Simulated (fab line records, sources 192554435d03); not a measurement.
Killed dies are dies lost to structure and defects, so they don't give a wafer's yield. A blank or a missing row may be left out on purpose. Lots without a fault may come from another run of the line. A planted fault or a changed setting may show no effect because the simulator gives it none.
Chamber matching | flow n5_finfet | N5_BEOL_M2_PECVD_72 on pecvd-01: 3 sister chambers
The step deposits SiO2 from TEOS/O2, target thk 16 nm, time 18 s. 6 wafers are shown with their chamber, then 8 later ones without.

WAFERS WITH THEIR CHAMBER
wafer  | chamber | throttle_valve_pct (%) | heater_power_w (W)
L079.2 | 0       | 21.6                   | 689
L079.6 | 1       | 22.9                   | 748
L083.1 | 2       | 22.9                   | 859
L083.4 | 2       | 23.2                   | 877
L083.5 | 1       | 22.9                   | 726
L089.2 | 0       | 21.6                   | 683

WAFERS WITHOUT THEIR CHAMBER
wafer  | throttle_valve_pct (%) | heater_power_w (W)
L089.4 | 21.7                   | 686
L089.6 | 22.6                   | 733
L091.1 | 22.5                   | 631
L091.3 | 22.0                   | 626
L091.6 | 22.2                   | 641
L097.1 | 22.0                   | 652
L097.2 | 20.7                   | 879
L097.3 | 22.6                   | 709

WHICH CHAMBER EACH WENT THROUGH
wafer  | from the rows above     | in truth
L089.4 | 0                       | 0
L089.6 | 1                       | 1
L091.1 | can't be placed: 0 or 1 | 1
L091.3 | 0                       | 0
L091.6 | 0                       | 0
L097.1 | 0                       | 0
L097.2 | can't be placed: 0 or 2 | 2
L097.3 | 1                       | 1
Placed correctly: 6 of 8. Can't be placed from these rows: 2 (the true chamber is among the candidates in 2). Placed wrongly: 0.
How it was worked out, from the rows above alone: a wafer's distance from a chamber is the root of the sum, over the readings, of the square of ((its reading less the chamber's mean) divided by the reading's scatter). The wafer belongs to the nearest chamber; if the next one is less than 2 further off, it can't be placed. A chamber's mean is the mean of its shown wafers. The scatter: the root of (the sum of the squares of (reading less its chamber's mean) over the shown wafers, divided by (wafers less chambers)).
